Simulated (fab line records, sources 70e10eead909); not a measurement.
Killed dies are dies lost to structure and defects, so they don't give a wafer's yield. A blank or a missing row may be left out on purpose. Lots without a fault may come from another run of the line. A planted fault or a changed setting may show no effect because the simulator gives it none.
fab line records | flow nand_harc
record lots=12 wafers=36 last_day=24
route steps=1159 shown P_GATE@155 P_CONTACT@218 END@1159
lots that met no fault: from a run of the same line without faults
start_h: hours from the record's first day to the start of the lot's first wafer shown | wait_h: hours since the lot's step before | " the same as in the row above | L1.1+2: a row that stands for several wafers | - no value, or no start given | * or withheld: withheld | < > ~ a bound
route shown NAME@n: a module of which the file shows steps, and the number in the route of the first | usual: mean/standard deviation of fault-free wafers | same: alike in all rows | chamber/n: place in a boat | sites: the reading at each site | _std_site: their standard deviation | _edge_site: outer sites' mean less inner sites' | radius_mm: how far each site lies from the wafer's centre | mask NAME#n: copy n | behind: the tool/chamber that last shaped the wafer | hold: why the lot was held/for how many hours/how that ended | device: the transistor (n, p or np) that didn't switch | end of line: the same wafers' tests at the end of the route | a step without rows: its recipe alone | killed: dies lost to structure and defects at the first sort, not the wafer's yield | map: a wafer's dies, x killed, . not, _ none there
set.NAME: the setting as run; set.NAME@STEP: as run at that earlier step | model.NAME: the simulator's own value behind a step, which no gauge read
steps of the route over a sample of lots; a table a step, a row a wafer
services: from which hour (start_h, from the record's first day; less than 0 if before it) a tool's chamber was out of use, for how many hours, and why
## steps
# step NHARC_P_GATE_ALD_36
# recipe target_thk_a=200 pulse_time_s=60 ald_cycles=223 temp_c=400 material=SiNx
# usual heater_power_w=886/90 precursor_pulse_height_rel=1.001/0.02
# columns lot.wafer tool chamber start_h wait_h heater_power_w precursor_pulse_height_rel
L105.4 ald_sin-01 0 84.40 - 778 0.980
L105.1 " 1 85.46 - 741 1.017
L105.3 " 3 87.57 - 853 1.017
L107.2 ald_sin-03 3 95.08 - 954 1.014
L107.1 " 1 97.19 - 927 0.952
L107.6 " 0 100.36 - 925 0.974
L109.1 ald_sin-02 3 110.68 - 905 0.995
L109.3 " 1 112.76 - 979 0.973
L109.6 " 3 114.84 - 904 0.991
L113.2 ald_sin-02 3 142.79 - 901 1.015
L113.1 " 1 144.90 - 1021 0.989
L113.4 " 2 145.96 - 1004 0.998
L114.1 ald_sin-03 1 143.36 - 927 0.960
L114.2 " 2 144.42 - 968 0.979
L114.5 " 0 146.56 - 895 1.016
L115.4 ald_sin-03 3 151.24 - 914 0.970
L115.3 " 2 154.40 - 961 1.011
L115.5 " 0 156.51 - 891 0.986
L117.1 ald_sin-02 2 168.01 - 995 1.014
L117.3 " 0 170.15 - 754 1.032
L117.5 " 2 172.29 - 986 1.009
L119.3 ald_sin-03 0 169.28 - 901 1.011
L119.2 " 1 170.33 - 920 1.013
L119.4 " 2 171.38 - 977 0.981
L116.4 ald_sin-02 0 174.43 - 729 1.024
L116.3 " 1 175.50 - 994 1.004
L116.5 " 0 178.71 - 760 0.991
L120.4 ald_sin-03 2 182.57 - 999 0.993
L120.5 " 0 184.68 - 927 1.022
L120.6 " 1 185.73 - 917 0.995
L123.2 ald_sin-03 0 191.96 - 903 1.013
L123.3 " 3 195.11 - 908 1.006
L123.6 " 1 197.21 - 912 1.041
L128.2 ald_sin-01 2 219.61 - 864 0.995
L128.1 " 3 220.65 - 852 1.009
L128.5 " 2 223.77 - 890 0.974
# step NHARC_P_GATE_STRIP_95
# recipe power_w=1500 temp_c=250 chemistry=O2
# usual drypump_motor_current_A=5.7/0.54 heater_power_w=331/23
# columns lot.wafer tool chamber start_h wait_h drypump_motor_current_A heater_power_w rf_hours_counter_h
L105.1 plasma_asher-02 1 99.89 0.6 6.7 338 29
L105.4 " 1 " " 6.7 339 -
L105.3 " 0 " " 5.3 332 -
L107.1 plasma_asher-01 1 110.36 0.6 5.3 360 1
L107.2 " 0 " " 5.5 296 1
L107.6 " 1 " " 5.3 350 -
L109.1 plasma_asher-01 0 125.81 0.6 5.5 296 5
L109.3 " 1 " " 5.4 354 -
L109.6 " 0 " " 5.5 292 -
L114.2 plasma_asher-02 0 157.57 0.6 5.3 337 50
L114.1 " 1 " " 6.7 340 50
L114.5 " 1 " " 6.7 341 -
L113.2 plasma_asher-01 1 158.20 0.6 5.3 347 16
L113.1 " 0 " " 5.5 301 16
L113.4 " 0 " " 5.5 296 -
L115.3 plasma_asher-01 1 166.65 0.4 5.4 358 -
L115.4 " 0 " " 5.5 297 -
L115.5 " 1 " " 5.4 350 -
L117.1 plasma_asher-02 0 183.33 0.5 5.3 337 59
L117.3 " 0 " " 5.3 334 -
L117.5 " 1 " " 6.7 340 -
L119.2 plasma_asher-01 0 183.74 0.6 5.5 291 25
L119.3 " 0 " " 5.5 302 -
L119.4 " 1 " " 5.3 363 -
L116.4 plasma_asher-01 1 189.86 0.4 5.3 345 -
L116.3 " 0 " " 5.5 291 -
L116.5 " 0 " " 5.5 299 -
L120.4 plasma_asher-01 1 195.76 0.4 5.3 363 -
L120.6 " 1 " " 5.3 358 -
L120.5 " 0 " " 5.5 301 -
L123.2 plasma_asher-02 1 207.86 0.5 6.7 320 6
L123.3 " 0 " " 5.3 348 -
L123.6 " 0 " " 5.3 347 -
L128.2 plasma_asher-01 0 234.78 0.6 5.5 291 44
L128.1 " 1 " " 5.3 355 44
L128.5 " 1 " " 5.3 355 -
# step NHARC_P_GATE_RTA_64
# recipe temp_c=1050 time_s=1
# usual lamp_power_pct=32.0/2.1 lamp_zone_4_pct=32.0/2.1 wafer_temp_C_max=1055.2/2.4
# columns lot.wafer tool chamber start_h wait_h lamp_power_pct lamp_zone_4_pct wafer_temp_C_max
L105.1 rtp_anneal-01 0 100.45 - 34.0 33.9 1056.9
L105.3 " 0 " " 33.8 33.9 1055.6
L105.4 " 0 " " 33.9 33.9 1057.4
L107.1 rtp_anneal-02 0 110.92 - 29.7 29.7 1052.8
L107.2 " 0 " " 29.7 29.7 1052.5
L107.6 " 0 " " 29.7 29.7 1052.5
L109.1 rtp_anneal-01 0 126.37 - 33.9 33.9 1057.9
L109.3 " 0 " " 33.9 33.9 1057.4
L109.6 " 0 " " 33.9 33.8 1055.9
L114.1 rtp_anneal-02 0 158.13 - 29.8 29.7 1052.0
L114.2 " 0 " " 29.7 29.8 1052.7
L114.5 " 0 " " 29.7 29.7 1052.8
L113.1 rtp_anneal-02 0 158.78 - 29.8 29.7 1053.4
L113.2 " 0 " " 29.7 29.6 1052.5
L113.4 " 0 " " 29.8 29.7 1052.1
L115.3 rtp_anneal-01 0 167.25 - 33.9 33.9 1056.1
L115.4 " 0 " " 34.0 33.9 1058.3
L115.5 " 0 " " 33.9 33.9 1056.8
L117.1 rtp_anneal-01 0 183.89 - 33.9 34.0 1060.3
L117.3 " 0 " " 33.9 33.9 1056.1
L117.5 " 0 " " 33.9 33.9 1056.0
L119.2 rtp_anneal-02 0 184.33 - 29.7 29.7 1052.3
L119.3 " 0 " " 29.7 29.7 1054.8
L119.4 " 0 " " 29.7 29.7 1053.2
L116.3 rtp_anneal-01 0 190.46 - 33.9 33.9 1056.7
L116.4 " 0 " " 33.8 33.9 1057.5
L116.5 " 0 " " 33.9 33.9 1057.0
L120.4 rtp_anneal-01 0 196.50 - 33.8 33.8 1057.9
L120.5 " 0 " " 33.8 33.8 1055.2
L120.6 " 0 " " 33.8 33.8 1057.2
L123.2 rtp_anneal-02 0 208.44 - 29.7 29.6 1052.7
L123.3 " 0 " " 29.6 29.6 1052.1
L123.6 " 0 " " 29.7 29.7 1052.8
L128.1 rtp_anneal-02 0 235.51 - 29.7 29.7 1053.0
L128.2 " 0 " " 29.7 29.7 1052.3
L128.5 " 0 " " 29.7 29.7 1053.0
# step NHARC_P_GATE_INSPECT_68
# usual raw_defect_count=217/110
# columns lot.wafer tool chamber start_h wait_h raw_defect_count
L105.1 defect_inspect-02 - 101.73 0.2 149
L105.3 " - " " 181
L105.4 " - " " 173
L107.1 defect_inspect-01 - 112.20 0.2 197
L107.2 " - " " 226
L107.6 " - " " 621
L109.1 defect_inspect-01 - 127.98 0.2 289
L109.3 " - " " 322
L109.6 " - " " 455
L114.1 defect_inspect-01 - 159.40 0.2 301
L114.2 " - " " 601
L114.5 " - " " 185
L113.1 defect_inspect-01 - 160.04 0.2 211
L113.2 " - " " 118
L113.4 " - " " 83
L115.3 defect_inspect-02 - 168.53 0.1 127
L115.4 " - " " 144
L115.5 " - " " 297
L117.1 defect_inspect-01 - 185.18 0.2 201
L117.3 " - " " 320
L117.5 " - " " 203
L119.2 defect_inspect-02 - 185.58 0.1 143
L119.3 " - " " 191
L119.4 " - " " 116
L116.3 defect_inspect-01 - 191.69 0.1 134
L116.4 " - " " 168
L116.5 " - " " 183
L120.4 defect_inspect-01 - 197.67 0.1 529
L120.5 " - " " 701
L120.6 " - " " 528
L123.2 defect_inspect-01 - 209.68 0.1 511
L123.3 " - " " 508
L123.6 " - " " 576
L128.1 defect_inspect-01 - 236.91 0.2 323
L128.2 " - " " 134
L128.5 " - " " 247
# step NHARC_P_CONTACT_DEP_00
# recipe target_thk_a=5000 temp_c=400 pressure_torr=6.5 rf_w=900 teos_flow_sccm=161.4 flow_sccm=2650 target_thk_nm=500 gas=O2 material=SiO2
# usual heater_power_w=572/80 rf_fwd_power_W=898.0/2.8 showerhead_vpp_V=1921/69 throttle_valve_pct=16.1/0.53
# columns lot.wafer tool chamber start_h wait_h heater_power_w rf_fwd_power_W showerhead_vpp_V throttle_valve_pct
L105.3 pecvd-01 1 - - 576 899.3 1998 16.2
L105.1 " 0 " " 585 893.5 1945 15.8
L105.4 " 2 " " 415 902.9 1931 15.8
L107.2 pecvd-01 2 - - 460 902.4 1943 15.8
L107.1 " 0 " " 561 896.7 1953 15.8
L107.6 " 0 " " 601 899.4 1950 15.7
L109.3 pecvd-03 2 - - 405 892.5 1881 15.9
L109.1 " 0 " " 580 898.2 1950 16.7
L109.6 " 2 " " 448 891.0 1888 15.4
L114.2 pecvd-01 1 - - 506 898.2 2025 16.2
L114.1 " 2 " " 515 899.6 1917 16.0
L114.5 " 1 " " 549 895.0 2026 16.4
L113.2 pecvd-04 2 - - 477 896.3 1741 16.7
L113.1 " 1 " " 615 897.7 1864 16.4
L113.4 " 0 " " 715 899.0 1942 16.0
L115.3 pecvd-01 2 - - 497 898.6 1928 15.9
L115.5 " 0 " " 611 898.9 1950 15.8
L115.4 " 2 " " 518 898.8 1905 15.7
L117.1 pecvd-03 0 - - 551 896.5 1970 16.8
L117.3 " 1 " " 578 896.8 1901 15.2
L117.5 " 1 " " 612 896.5 1903 15.2
L119.3 pecvd-04 0 - - 684 899.1 1963 16.1
L119.2 " 1 " " 606 899.7 1858 16.7
L119.4 " 0 " " 694 900.0 1940 16.0
L116.3 pecvd-03 0 - - 635 899.8 1982 16.9
L116.5 " 1 " " 638 897.3 1911 15.1
L116.4 " 0 " " 493 896.5 1987 17.0
L120.5 pecvd-01 1 - - 606 900.0 2019 16.2
L120.4 " 2 " " 541 899.2 1926 16.1
L120.6 " 0 " " 665 898.7 1967 15.8
L123.2 pecvd-01 0 - - 535 897.7 1967 15.7
L123.3 " 1 " " 593 902.2 1980 16.5
L123.6 " 1 " " 597 896.3 2025 16.2
L128.1 pecvd-03 2 - - 425 897.9 1889 15.7
L128.2 " 0 " " 638 899.1 1937 17.2
L128.5 " 0 " " 644 897.3 1928 17.1
# step NHARC_END_SORT_01
# recipe temp_c=25
# usual killed_at_array=27/11 killed_at_other=0.6/0.89 killed_at_periphery=3.0/2.4 killed_dies=31/12 killed_open=3.2/1.6 killed_short=2.0/1.5
# same gross_dies=677
# columns lot.wafer tool chamber start_h wait_h killed_at_array killed_at_other killed_at_periphery killed_dies killed_open killed_short
L119.2 prober-01 0 517.62 2.8 29 2 1 32 5 3
L119.3 prober-01 0 518.42 3.1 35 0 3 38 3 3
L119.4 prober-01 0 519.22 3.4 30 1 6 37 5 4
L120.4 prober-02 0 519.34 3.4 30 0 68 98 5 1
L120.5 prober-02 0 520.15 3.7 23 1 52 76 1 2
L120.6 prober-02 0 520.96 4.0 22 1 81 104 2 4
L116.3 prober-02 0 526.35 3.1 15 0 1 16 3 1
L116.4 prober-02 0 527.14 3.4 11 0 1 12 5 0
L116.5 prober-02 0 527.94 3.7 15 0 2 17 3 3
L123.2 prober-01 0 535.28 2.8 25 0 55 80 4 1
L123.3 prober-01 0 536.09 3.1 26 1 72 99 1 1
L123.6 prober-01 0 538.51 4.0 40 1 83 124 2 5
# killed by level:class
L119.2 A_SLIT:chamber_film_flake=10 A_CONTACT:chamber_film_flake=5 A_CHANNEL_HOLE_D1:chamber_film_flake=4 A_M0:geometric_particle:open=3 STARTING-WAFER:geometric_particle:short=2 A_STAIRCASE:chamber_film_flake=2 A_M0:chamber_film_flake=2 P_STI:geometric_particle:short=1
L119.3 A_CONTACT:chamber_film_flake=8 A_SLIT:chamber_film_flake=6 A_STAIRCASE:chamber_film_flake=4 A_ZERO_WELL:chamber_film_flake=3 A_SGD_CUT:chamber_film_flake=3 A_WL_FILL:chamber_film_flake=3 A_ONON_D1:geometric_particle:open=2 P_GATE:chamber_film_flake=2
L119.4 A_SLIT:chamber_film_flake=8 A_CHANNEL_HOLE_D1:chamber_film_flake=6 A_SGD_CUT:chamber_film_flake=4 A_WL_FILL:chamber_film_flake=3 P_CONTACT:geometric_particle:open=2 A_CONTACT:chamber_film_flake=2 P_M0:geometric_particle:short=1 A_ONON_D1:geometric_particle:open=1
L120.4 P_GATE:unspecified=68 A_CHANNEL_HOLE_D1:chamber_film_flake=14 A_STAIRCASE:chamber_film_flake=7 A_CONTACT:geometric_particle:open=3 A_CONTACT:chamber_film_flake=2 A_ONON_D1:geometric_particle:open=1 A_WL_FILL:geometric_particle:short=1 A_M0:geometric_particle:open=1
L120.5 P_GATE:unspecified=52 A_CHANNEL_HOLE_D1:chamber_film_flake=15 A_STAIRCASE:chamber_film_flake=2 A_CONTACT:chamber_film_flake=2 A_ONON_D1:geometric_particle:open=1 A_WL_FILL:geometric_particle:short=1 A_M0:geometric_particle:short=1 A_ZERO_WELL:chamber_film_flake=1
L120.6 P_GATE:unspecified=78 A_CHANNEL_HOLE_D1:chamber_film_flake=15 P_CONTACT:geometric_particle:short=2 A_CONTACT:geometric_particle:open=2 A_STAIRCASE:chamber_film_flake=2 A_CONTACT:chamber_film_flake=2 P_M0:geometric_particle:short=1 STARTING-WAFER:geometric_particle:short=1
L116.3 A_CHANNEL_HOLE_D1:chamber_film_flake=7 A_STAIRCASE:chamber_film_flake=3 A_CONTACT:chamber_film_flake=2 P_STI:geometric_particle:short=1 A_CHANNEL_FILL_D1:geometric_particle:open=1 A_CONTACT:geometric_particle:open=1 A_M1:geometric_particle:open=1
L116.4 A_CHANNEL_HOLE_D1:chamber_film_flake=6 A_CONTACT:geometric_particle:open=3 P_GATE:geometric_particle:open=1 A_M1:geometric_particle:open=1 A_STAIRCASE:chamber_film_flake=1
L116.5 A_CHANNEL_HOLE_D1:chamber_film_flake=4 A_CONTACT:chamber_film_flake=3 A_ONON_D1:geometric_particle:open=2 A_STAIRCASE:chamber_film_flake=2 A_SLIT:chamber_film_flake=2 P_CONTACT:geometric_particle:short=1 P_M1:geometric_particle:short=1 A_CHANNEL_FILL_D1:geometric_particle:short=1
L123.2 P_GATE:unspecified=51 A_SLIT:chamber_film_flake=9 A_CONTACT:chamber_film_flake=6 P_STI:chamber_film_flake=2 A_CHANNEL_HOLE_D1:chamber_film_flake=2 A_CHANNEL_FILL_D1:chamber_film_flake=2 A_STAIRCASE:chamber_film_flake=2 P_CONTACT:geometric_particle:open=1
L123.3 P_GATE:unspecified=67 A_SLIT:chamber_film_flake=12 A_CHANNEL_HOLE_D1:chamber_film_flake=5 A_STAIRCASE:chamber_film_flake=4 A_CONTACT:chamber_film_flake=3 P_M2:chamber_film_flake=2 P_M0:geometric_particle:open=1 A_SGD_CUT:geometric_particle:short=1
L123.6 P_GATE:unspecified=73 A_SLIT:chamber_film_flake=16 A_CHANNEL_HOLE_D1:chamber_film_flake=9 P_M2:chamber_film_flake=4 A_CONTACT:chamber_film_flake=4 A_ONON_D1:geometric_particle:short=3 A_CHANNEL_FILL_D1:chamber_film_flake=3 A_STAIRCASE:chamber_film_flake=3
## services
# columns tool chamber start_h hours kind
pecvd-03 0 77.97 9.4 repair
ald_sin-02 1 84.90 6.6 repair
ald_sin-02 3 87.75 2.0 repair
ald_sin-01 1 95.80 4.3 repair
plasma_asher-01 - 99.32 9.0 pm
plasma_asher-01 0 99.32 9.0 vent_cycle
plasma_asher-01 1 99.32 9.0 vent_cycle
pecvd-03 - 99.34 0.9 repair
plasma_asher-01 0 108.32 - clean
pecvd-03 - 111.03 13.0 pm
ald_sin-02 2 117.97 7.5 repair
plasma_asher-01 - 135.13 3.4 repair
ald_sin-03 - 135.20 0.9 repair
ald_sin-01 3 137.40 16.4 repair
pecvd-03 2 143.64 17.0 repair
ald_sin-01 - 147.86 10.0 pm
pecvd-04 - 152.50 0.5 repair
pecvd-03 - 157.55 1.4 repair
plasma_asher-01 - 173.77 0.6 repair
plasma_asher-02 - 184.22 9.0 pm
pecvd-04 - 195.00 13.0 pm
ald_sin-02 2 202.29 11.4 repair
ald_sin-02 - 231.44 10.0 pm
ald_sin-03 0 232.74 4.8 repair
## key
first_sign step=NHARC_P_GATE_INSPECT_68 reading=raw_defect_count direction=up sigmas=3.2 usual=217 struck=559
effect step=NHARC_END_SORT_01 reading=killed_at_periphery direction=up sigmas=27 usual=3.0 struck=68.5
more_kills_born_at NHARC_P_GATE_ALD_36@ald_sin-03=388
met_at NHARC_P_GATE_ALD_36
struck_lots L120,L123
tester_left_out L120,L123
not_acting_at NHARC_P_GATE_STRIP_95,NHARC_P_GATE_RTA_64,NHARC_P_CONTACT_DEP_00
fault kind=chamber_particle_source tool=ald_sin-03 chamber=- onset_h=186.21 steps=NHARC_P_GATE_ALD_36 rate_per_visit_cm2=0.46472 end_h=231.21
# tester_left_out: of these lots the tester's yield and bins aren't shown, on N5 and GAA mostly nor the transistor test; their killed dies are dies lost to structure and defects alone, not to doping, threshold or leakage, so they don't give the yield
